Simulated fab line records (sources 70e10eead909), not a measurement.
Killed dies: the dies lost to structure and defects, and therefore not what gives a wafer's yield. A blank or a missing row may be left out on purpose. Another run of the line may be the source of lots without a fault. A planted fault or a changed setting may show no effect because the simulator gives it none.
8D (eight disciplines) problem report, filled in by code    flow nandHarc    the parts of the form that need people (team, actions taken, sign-off) are left out

## 1. PROBLEM STATEMENT
At NHARC_END_SORT_01, killedAtArray averages 96 over 6 wafers from 2 lots, while fault-free wafers read 28, standard deviation 11. Measured from the usual mean, that is +6.2 standard deviations.
The first sign was on wafer L890.1 at day 22 12:20, on prober-02. The record holds 6 wafers of 2 lots with a number at this step. The rule behind "out" and "out of limits": a value lying over 4 standard deviations away from the usual mean. The rest of the wafers with a number are treated as sound.

## 2. WHAT IT IS, AND WHAT IT ISN'T
question                     is                         is not
which readings at this step  killedAtArray, killedDies  killedAtOther, killedAtPeriphery, killedOpen, killedShort
which lots                   L890, L891                 -
which wafers of those lots   all that have a number     -
read on which gauges         prober-02                  -
when                         from day 22 12:20          up to then (0 sound wafers)

## 3. THE SUSPECTS, EACH WITH WHAT RULES IT OUT
Counting: a tool at a process step up to the reading stays a suspect if it ran every lot that is out and no sound lot after the first of them.
- the gauge at NHARC_END_SORT_01: kept. All the wafers that are out were read on prober-02, and no step on other tools shows them out.
- rieMetal-03 at NHARC_A_WL_FILL_ETCHBACK_17 (etches the open film in Cl2/BCl3, target depth 4 nm, time 26.7 s): kept. It ran every lot that is out, first L890 (day 18 10:42), and no sound lot after that.
- rieDiel-03 at NHARC_A_BONDPAD_ETCH_24 (etches the open film in CF4/N2, target depth 30 nm, time 72.99 s): kept. It ran every lot that is out, first L890 (day 20 23:46), and no sound lot after that. Because NHARC_A_BONDPAD_ETCH_24 lacks a start for some lots, the hours and order of its lots are taken from NHARC_A_BONDPAD_CMP_19.
- cmp-03 at NHARC_A_BONDPAD_CMP_19 (polishes, t overpolish 30 s, cu recess touch 16 s, target thk 169.8 nm): kept. It ran every lot that is out, first L890 (day 20 23:46), and no sound lot after that.
Left after counting: rieMetal-03 at NHARC_A_WL_FILL_ETCHBACK_17, rieDiel-03 at NHARC_A_BONDPAD_ETCH_24, cmp-03 at NHARC_A_BONDPAD_CMP_19, prober-02 at NHARC_END_SORT_01.

## 4. THE CAUSE (what the simulator had put in)
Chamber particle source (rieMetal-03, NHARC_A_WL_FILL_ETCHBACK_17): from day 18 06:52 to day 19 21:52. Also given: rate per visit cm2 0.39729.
4 suspects survive the count, and this tool is in that group.

## 5. THE CHAIN OF EFFECTS, in route order
Each row: a reading where the mean over the struck wafers with a number is more than 3 standard deviations away from the usual. Only readings for which the record gives a usual standard deviation are gone through. hours: the time from each lot's start at the first step in this table that gives one to its start at this step, as a median over the lots. sigmas: the change in usual standard deviations.
hours  step               reading        usual  on struck wafers  change  sigmas
0      NHARC_END_SORT_01  killedAtArray  28     96                +68     +6.2
0      NHARC_END_SORT_01  killedDies     32     98                +66     +6.0

## 6. HOW IT WOULD HAVE BEEN CAUGHT EARLIER
The first out-of-limits reading at a measuring or inspecting step in this record came at day 22 12:20, 101 hours after the fault's start at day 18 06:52.
Tool readings at NHARC_A_WL_FILL_ETCHBACK_17 with a usual standard deviation given in the record: none out on any struck wafer, hence no alarm at a limit of 4 standard deviations on them.
All the lots that are out (2) had begun NHARC_A_WL_FILL_ETCHBACK_17 on rieMetal-03 by day 22 12:20. Tool hold at that time: it would have spared none of them.
